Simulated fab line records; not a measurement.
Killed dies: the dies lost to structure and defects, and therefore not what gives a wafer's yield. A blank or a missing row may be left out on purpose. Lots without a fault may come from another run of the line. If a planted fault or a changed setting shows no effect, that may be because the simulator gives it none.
Which tool is to blame? / flow n5_finfet / Sampling: 24 lots, 72 wafers, 6 of 1938 route steps

WHAT EACH GAUGE READ, for each wafer
N5_START_INSPECT_01: inspects for defects (unpatterned scan).
lot=L074; measured=day 1 12:02; on=defect_inspect-01; raw_defect_count=9 6 2
lot=L075; measured=day 1 18:02; on=defect_inspect-02; raw_defect_count=6 9 4
lot=L076; measured=day 2 00:02; on=defect_inspect-02; raw_defect_count=6 5 3
lot=L077; measured=day 2 06:02; on=defect_inspect-02; raw_defect_count=2 9 5
lot=L078; measured=day 2 12:02; on=defect_inspect-01; raw_defect_count=7 3 5
lot=L079; measured=day 2 18:20; on=defect_inspect-01; raw_defect_count=7 5 1
lot=L080; measured=day 3 00:02; on=defect_inspect-02; raw_defect_count=3 10 9
lot=L081; measured=day 3 06:02; on=defect_inspect-02; raw_defect_count=7 3 2
lot=L082; measured=day 3 12:02; on=defect_inspect-01; raw_defect_count=9 8 5
lot=L083; measured=day 3 18:02; on=defect_inspect-02; raw_defect_count=8 13 5
lot=L084; measured=day 4 00:02; on=defect_inspect-01; raw_defect_count=3 2 6
lot=L085; measured=day 4 06:02; on=defect_inspect-02; raw_defect_count=6 7 13
lot=L086; measured=day 4 12:02; on=defect_inspect-02; raw_defect_count=3 1 5
lot=L087; measured=day 4 18:02; on=defect_inspect-02; raw_defect_count=7 8 6
lot=L088; measured=day 5 00:02; on=defect_inspect-01; raw_defect_count=4 7 9
lot=L089; measured=day 5 06:02; on=defect_inspect-01; raw_defect_count=7 6 3
lot=L090; measured=day 5 12:02; on=defect_inspect-01; raw_defect_count=5 6 8
lot=L091; measured=day 5 18:02; on=defect_inspect-02; raw_defect_count=10 4 10
lot=L092; measured=day 6 00:02; on=defect_inspect-01; raw_defect_count=9 8 7
lot=L093; measured=day 6 06:02; on=defect_inspect-02; raw_defect_count=3 3 6
lot=L094; measured=day 6 12:02; on=defect_inspect-02; raw_defect_count=9 7 4
lot=L095; measured=day 6 18:02; on=defect_inspect-02; raw_defect_count=6 4 5
lot=L096; measured=day 7 00:02; on=defect_inspect-02; raw_defect_count=5 7 8
lot=L097; measured=day 7 06:02; on=defect_inspect-01; raw_defect_count=6 6 5

N5_PMOS_HMC_CHANNEL_EPI_CD_MEAS_09: target cd 237.4 nm.
lot=L074; measured=day 1 17:16; on=cd_sem-01; cd_nm (nm)=238.9 238.0 237.8
lot=L075; measured=day 1 23:15; on=cd_sem-03; cd_nm (nm)=238.4 237.3 236.5
lot=L076; measured=day 2 05:08; on=cd_sem-01; cd_nm (nm)=237.8 237.6 238.2
lot=L077; measured=day 2 11:33; on=cd_sem-03; cd_nm (nm)=239.1 236.6 237.3
lot=L078; measured=day 2 18:15; on=cd_sem-01; cd_nm (nm)=235.4 237.9 237.2
lot=L079; measured=day 3 00:44; on=cd_sem-03; cd_nm (nm)=235.8 237.6 237.0
lot=L080; measured=day 3 05:21; on=cd_sem-02; cd_nm (nm)=238.2 238.2 238.8
lot=L081; measured=day 3 11:14; on=cd_sem-01; cd_nm (nm)=236.0 236.4 235.7
lot=L082; measured=day 3 17:07; on=cd_sem-03; cd_nm (nm)=238.1 239.4 237.2
lot=L083; measured=day 3 22:58; on=cd_sem-03; cd_nm (nm)=237.7 237.6 237.3
lot=L084; measured=day 4 05:29; on=cd_sem-02; cd_nm (nm)=237.6 237.6 237.6
lot=L085; measured=day 4 11:22; on=cd_sem-01; cd_nm (nm)=236.9 236.6 236.7
lot=L086; measured=day 4 17:23; on=cd_sem-01; cd_nm (nm)=237.9 237.5 234.8
lot=L087; measured=day 4 23:01; on=cd_sem-03; cd_nm (nm)=237.6 237.3 237.0
lot=L088; measured=day 5 05:28; on=cd_sem-01; cd_nm (nm)=237.2 237.1 235.1
lot=L089; measured=day 5 11:04; on=cd_sem-01; cd_nm (nm)=236.2 236.9 235.3
lot=L090; measured=day 5 17:57; on=cd_sem-01; cd_nm (nm)=237.7 237.4 238.0
lot=L091; measured=day 5 23:16; on=cd_sem-03; cd_nm (nm)=234.4 236.6 236.3
lot=L092; measured=day 6 06:56; on=cd_sem-03; cd_nm (nm)=236.2 236.7 237.0
lot=L093; measured=day 6 17:36; on=cd_sem-02; cd_nm (nm)=236.5 237.2 236.1
lot=L094; measured=day 6 18:34; on=cd_sem-02; cd_nm (nm)=237.4 236.0 237.5
lot=L095; measured=day 6 23:56; on=cd_sem-02; cd_nm (nm)=238.0 237.4 236.7
lot=L096; measured=day 7 04:53; on=cd_sem-01; cd_nm (nm)=236.8 238.0 237.8
lot=L097; measured=day 7 10:52; on=cd_sem-02; cd_nm (nm)=235.7 237.2 237.8

N5_PMOS_HMC_CHANNEL_EPI_THK_MEAS_22.
lot=L074; measured=day 1 20:09; on=film_metro-01; HMC_CMP_THK (nm)=53.2 54.5 53.4
lot=L075; measured=day 2 01:36; on=film_metro-02; HMC_CMP_THK (nm)=54.7 53.1 53.7
lot=L076; measured=day 2 07:30; on=film_metro-01; HMC_CMP_THK (nm)=52.8 53.1 53.2
lot=L077; measured=day 2 14:15; on=film_metro-01; HMC_CMP_THK (nm)=52.6 54.1 54.3
lot=L078; measured=day 2 20:38; on=film_metro-02; HMC_CMP_THK (nm)=55.3 52.9 54.4
lot=L079; measured=day 3 03:07; on=film_metro-01; HMC_CMP_THK (nm)=53.3 52.2 52.7
lot=L080; measured=day 3 08:55; on=film_metro-02; HMC_CMP_THK (nm)=54.7 52.5 53.1
lot=L081; measured=day 3 13:59; on=film_metro-02; HMC_CMP_THK (nm)=53.7 53.2 53.0
lot=L082; measured=day 3 19:28; on=film_metro-01; HMC_CMP_THK (nm)=52.5 54.5 53.8
lot=L083; measured=day 4 01:52; on=film_metro-02; HMC_CMP_THK (nm)=54.6 54.6 54.3
lot=L084; measured=day 4 08:08; on=film_metro-01; HMC_CMP_THK (nm)=53.2 54.2 54.2
lot=L085; measured=day 4 13:43; on=film_metro-02; HMC_CMP_THK (nm)=54.4 54.9 53.0
lot=L086; measured=day 4 19:44; on=film_metro-02; HMC_CMP_THK (nm)=53.3 52.9 52.3
lot=L087; measured=day 5 01:22; on=film_metro-02; HMC_CMP_THK (nm)=54.9 52.9 53.6
lot=L088; measured=day 5 07:49; on=film_metro-01; HMC_CMP_THK (nm)=53.1 53.4 54.1
lot=L089; measured=day 5 13:30; on=film_metro-02; HMC_CMP_THK (nm)=52.6 54.1 54.2
lot=L090; measured=day 5 20:19; on=film_metro-02; HMC_CMP_THK (nm)=52.9 54.1 54.6
lot=L091; measured=day 6 01:38; on=film_metro-01; HMC_CMP_THK (nm)=53.5 54.7 53.4
lot=L092; measured=day 6 09:19; on=film_metro-02; HMC_CMP_THK (nm)=54.0 52.8 54.3
lot=L093; measured=day 6 20:18; on=film_metro-01; HMC_CMP_THK (nm)=53.4 54.4 53.3
lot=L094; measured=day 6 21:17; on=film_metro-01; HMC_CMP_THK (nm)=53.9 54.7 54.0
lot=L095; measured=day 7 02:17; on=film_metro-01; HMC_CMP_THK (nm)=53.0 52.6 54.2
lot=L096; measured=day 7 07:13; on=film_metro-02; HMC_CMP_THK (nm)=53.2 52.5 54.2
lot=L097; measured=day 7 13:23; on=film_metro-02; HMC_CMP_THK (nm)=54.2 54.3 53.5

N5_FIN_SAQP_THK_MEAS_05.
lot=L074; measured=day 1 21:16; on=film_metro-02; thk_nm (nm)=37.6 37.5 38.2
lot=L075; measured=day 2 04:56; on=film_metro-01; thk_nm (nm)=37.8 37.4 38.3
lot=L076; measured=day 2 08:38; on=film_metro-01; thk_nm (nm)=38.2 38.4 38.2
lot=L077; measured=day 2 15:22; on=film_metro-02; thk_nm (nm)=37.6 37.7 38.8
lot=L078; measured=day 2 21:45; on=film_metro-01; thk_nm (nm)=36.5 37.8 37.8
lot=L079; measured=day 3 05:03; on=film_metro-01; thk_nm (nm)=37.5 38.1 37.5
lot=L080; measured=day 3 10:03; on=film_metro-02; thk_nm (nm)=38.0 38.4 38.2
lot=L081; measured=day 3 15:06; on=film_metro-02; thk_nm (nm)=38.2 37.9 38.5
lot=L082; measured=day 3 20:39; on=film_metro-02; thk_nm (nm)=37.4 38.3 38.9
lot=L083; measured=day 4 03:02; on=film_metro-01; thk_nm (nm)=37.5 38.1 38.0
lot=L084; measured=day 4 09:26; on=film_metro-01; thk_nm (nm)=37.4 38.2 39.1
lot=L085; measured=day 4 14:49; on=film_metro-02; thk_nm (nm)=37.7 38.7 38.2
lot=L086; measured=day 4 21:13; on=film_metro-02; thk_nm (nm)=38.6 37.5 38.6
lot=L087; measured=day 5 02:29; on=film_metro-02; thk_nm (nm)=37.1 38.1 38.7
lot=L088; measured=day 5 09:43; on=film_metro-02; thk_nm (nm)=38.6 38.3 38.9
lot=L089; measured=day 5 15:16; on=film_metro-01; thk_nm (nm)=38.5 38.6 38.4
lot=L090; measured=day 5 22:12; on=film_metro-01; thk_nm (nm)=38.0 38.1 38.6
lot=L091; measured=day 6 05:06; on=film_metro-01; thk_nm (nm)=37.3 37.9 38.0
lot=L092; measured=day 6 11:01; on=film_metro-02; thk_nm (nm)=37.4 38.9 38.0
lot=L093; measured=day 6 21:34; on=film_metro-01; thk_nm (nm)=37.2 37.9 37.7
lot=L094; measured=day 6 22:34; on=film_metro-01; thk_nm (nm)=37.8 38.4 38.7
lot=L095; measured=day 7 03:32; on=film_metro-02; thk_nm (nm)=37.4 38.4 38.3
lot=L096; measured=day 7 09:40; on=film_metro-01; thk_nm (nm)=38.5 39.3 38.9
lot=L097; measured=day 7 14:34; on=film_metro-02; thk_nm (nm)=37.1 37.7 37.8

N5_FIN_SAQP_OVL_MEAS_17.
lot=L074; measured=day 1 21:58; on=overlay-02; FIN_CORE_OVL (nm)=-0.6 1.2 0.4
lot=L075; measured=day 2 05:32; on=overlay-02; FIN_CORE_OVL (nm)=0.3 0.7 0.1
lot=L076; measured=day 2 09:22; on=overlay-02; FIN_CORE_OVL (nm)=-0.9 -1.0 0.3
lot=L077; measured=day 2 16:07; on=overlay-01; FIN_CORE_OVL (nm)=-0.2 1.2 0.3
lot=L078; measured=day 2 22:29; on=overlay-02; FIN_CORE_OVL (nm)=0.1 -1.2 0.6
lot=L079; measured=day 3 05:47; on=overlay-01; FIN_CORE_OVL (nm)=1.3 1.5 2.0
lot=L080; measured=day 3 10:39; on=overlay-01; FIN_CORE_OVL (nm)=0.4 2.3 1.0
lot=L081; measured=day 3 15:43; on=overlay-02; FIN_CORE_OVL (nm)=-0.4 -0.4 -0.2
lot=L082; measured=day 3 21:20; on=overlay-01; FIN_CORE_OVL (nm)=-0.2 1.6 0.6
lot=L083; measured=day 4 03:47; on=overlay-01; FIN_CORE_OVL (nm)=1.7 2.0 0.5
lot=L084; measured=day 4 10:04; on=overlay-01; FIN_CORE_OVL (nm)=-0.4 -1.5 -0.3
lot=L085; measured=day 4 15:33; on=overlay-01; FIN_CORE_OVL (nm)=1.2 0.2 0.2
lot=L086; measured=day 4 21:49; on=overlay-01; FIN_CORE_OVL (nm)=0.2 -0.5 -0.2
lot=L087; measured=day 5 03:13; on=overlay-01; FIN_CORE_OVL (nm)=1.1 -0.3 0.4
lot=L088; measured=day 5 10:27; on=overlay-02; FIN_CORE_OVL (nm)=-0.1 -0.1 0.1
lot=L089; measured=day 5 15:53; on=overlay-01; FIN_CORE_OVL (nm)=0.0 0.2 0.0
lot=L090; measured=day 6 00:13; on=overlay-01; FIN_CORE_OVL (nm)=0.3 0.2 0.6
lot=L091; measured=day 6 05:42; on=overlay-02; FIN_CORE_OVL (nm)=-1.0 0.1 0.4
lot=L092; measured=day 6 11:44; on=overlay-01; FIN_CORE_OVL (nm)=0.3 0.9 0.6
lot=L093; measured=day 6 22:10; on=overlay-02; FIN_CORE_OVL (nm)=0.5 -1.6 1.8
lot=L094; measured=day 6 23:17; on=overlay-02; FIN_CORE_OVL (nm)=1.0 -0.3 0.1
lot=L095; measured=day 7 04:09; on=overlay-02; FIN_CORE_OVL (nm)=-0.5 0.0 0.6
lot=L096; measured=day 7 10:23; on=overlay-02; FIN_CORE_OVL (nm)=1.2 0.6 1.3
lot=L097; measured=day 7 15:17; on=overlay-01; FIN_CORE_OVL (nm)=0.6 0.2 0.7

WHAT TOOL EACH LOT RAN ON (gives the tool, then ch and the chambers of the sampled wafers, and finally the start)
lot=L074; N5_FIN_SAQP_HM_DEP_72=pecvd-03 ch 0,1, day 1 21:35
lot=L075; N5_FIN_SAQP_HM_DEP_72=pecvd-04 ch 1,2, day 2 05:10
lot=L076; N5_FIN_SAQP_HM_DEP_72=pecvd-04 ch 0,1,2, day 2 08:52
lot=L077; N5_FIN_SAQP_HM_DEP_72=pecvd-03 ch 0,1, day 2 15:37
lot=L078; N5_FIN_SAQP_HM_DEP_72=pecvd-01 ch 0,1,2, day 2 21:59
lot=L079; N5_FIN_SAQP_HM_DEP_72=pecvd-01 ch 0,1,2, day 3 05:17
lot=L080; N5_FIN_SAQP_HM_DEP_72=pecvd-03 ch 0,1,2, day 3 10:17
lot=L081; N5_FIN_SAQP_HM_DEP_72=pecvd-04 ch 1,2, day 3 15:20
lot=L082; N5_FIN_SAQP_HM_DEP_72=pecvd-04 ch 1,2, day 3 20:58
lot=L083; N5_FIN_SAQP_HM_DEP_72=pecvd-03 ch 1,2, day 4 03:16
lot=L084; N5_FIN_SAQP_HM_DEP_72=pecvd-01 ch 2, day 4 09:40
lot=L085; N5_FIN_SAQP_HM_DEP_72=pecvd-03 ch 0,2, day 4 15:04
lot=L086; N5_FIN_SAQP_HM_DEP_72=pecvd-03 ch 0,1,2, day 4 21:27
lot=L087; N5_FIN_SAQP_HM_DEP_72=pecvd-01 ch 1,2, day 5 02:43
lot=L088; N5_FIN_SAQP_HM_DEP_72=pecvd-04 ch 0,2, day 5 09:58
lot=L089; N5_FIN_SAQP_HM_DEP_72=pecvd-03 ch 1,2, day 5 15:31
lot=L090; N5_FIN_SAQP_HM_DEP_72=pecvd-01 ch 1,2, day 5 22:26
lot=L091; N5_FIN_SAQP_HM_DEP_72=pecvd-03 ch 0,1, day 6 05:20
lot=L092; N5_FIN_SAQP_HM_DEP_72=pecvd-03 ch 0,1,2, day 6 11:15
lot=L093; N5_FIN_SAQP_HM_DEP_72=pecvd-01 ch 1,2, day 6 21:49
lot=L094; N5_FIN_SAQP_HM_DEP_72=pecvd-04 ch 1,2, day 6 22:48
lot=L095; N5_FIN_SAQP_HM_DEP_72=pecvd-04 ch 0,1,2, day 7 03:47
lot=L096; N5_FIN_SAQP_HM_DEP_72=pecvd-01 ch 0,1,2, day 7 09:54
lot=L097; N5_FIN_SAQP_HM_DEP_72=pecvd-03 ch 0,1,2, day 7 14:48
- N5_FIN_SAQP_HM_DEP_72: deposits SiO2 from SiH4/N2O, target thk 12 nm, time 7.2 s.

WHAT THE TOOLS THEMSELVES READ (means of the sampled wafers that have a number; where no wafer has one, the mark that the record gives instead)
N5_FIN_SAQP_HM_DEP_72.
lot=L074; tool=pecvd-03; heater_power_w (W)=785; showerhead_plenum_p_Torr (Torr)=8.07
lot=L075; tool=pecvd-04; heater_power_w (W)=813; showerhead_plenum_p_Torr (Torr)=8.07
lot=L076; tool=pecvd-04; heater_power_w (W)=832; showerhead_plenum_p_Torr (Torr)=8.09
lot=L077; tool=pecvd-03; heater_power_w (W)=691; showerhead_plenum_p_Torr (Torr)=8.06
lot=L078; tool=pecvd-01; heater_power_w (W)=733; showerhead_plenum_p_Torr (Torr)=8.10
lot=L079; tool=pecvd-01; heater_power_w (W)=706; showerhead_plenum_p_Torr (Torr)=8.11
lot=L080; tool=pecvd-03; heater_power_w (W)=668; showerhead_plenum_p_Torr (Torr)=8.12
lot=L081; tool=pecvd-04; heater_power_w (W)=757; showerhead_plenum_p_Torr (Torr)=8.07
lot=L082; tool=pecvd-04; heater_power_w (W)=806; showerhead_plenum_p_Torr (Torr)=8.07
lot=L083; tool=pecvd-03; heater_power_w (W)=605; showerhead_plenum_p_Torr (Torr)=8.20
lot=L084; tool=pecvd-01; heater_power_w (W)=772; showerhead_plenum_p_Torr (Torr)=8.40
lot=L085; tool=pecvd-03; heater_power_w (W)=668; showerhead_plenum_p_Torr (Torr)=8.19
lot=L086; tool=pecvd-03; heater_power_w (W)=692; showerhead_plenum_p_Torr (Torr)=8.12
lot=L087; tool=pecvd-01; heater_power_w (W)=705; showerhead_plenum_p_Torr (Torr)=8.10
lot=L088; tool=pecvd-04; heater_power_w (W)=820; showerhead_plenum_p_Torr (Torr)=8.08
lot=L089; tool=pecvd-03; heater_power_w (W)=627; showerhead_plenum_p_Torr (Torr)=8.13
lot=L090; tool=pecvd-01; heater_power_w (W)=767; showerhead_plenum_p_Torr (Torr)=8.26
lot=L091; tool=pecvd-03; heater_power_w (W)=685; showerhead_plenum_p_Torr (Torr)=8.07
lot=L092; tool=pecvd-03; heater_power_w (W)=726; showerhead_plenum_p_Torr (Torr)=8.10
lot=L093; tool=pecvd-01; heater_power_w (W)=762; showerhead_plenum_p_Torr (Torr)=8.25
lot=L094; tool=pecvd-04; heater_power_w (W)=703; showerhead_plenum_p_Torr (Torr)=8.07
lot=L095; tool=pecvd-04; heater_power_w (W)=800; showerhead_plenum_p_Torr (Torr)=8.09
lot=L096; tool=pecvd-01; heater_power_w (W)=804; showerhead_plenum_p_Torr (Torr)=8.11
lot=L097; tool=pecvd-03; heater_power_w (W)=727; showerhead_plenum_p_Torr (Torr)=8.13

THE ANSWER, worked out from the rows above alone
Rule: usual is defined by the lots themselves. Put in order of their means at a reading, lots are off if they are a third of the lots or fewer, leave a main group of 4 or more, and stand apart from it by a gap of 3 or more times the standard deviation of the main group's means; of several such gaps the widest counts. If all means in a main group match to the digits the tables above print for the reading, that group is not used. A lot without any number at a reading at which 4 lots or more have one is off too. Where the step has rows for the other lots, those lots are counted as sound. Order of review: gauges by route order, followed by the tools' own readings, for which a lot's mean as printed above is used. At the first step where some lot is off, the reading lying furthest off is the one used; lots without a number count as furthest.
No lot is off on any of the readings shown, so nothing can be concluded from this.

WHAT HAD BEEN PUT IN BY THE SIMULATOR
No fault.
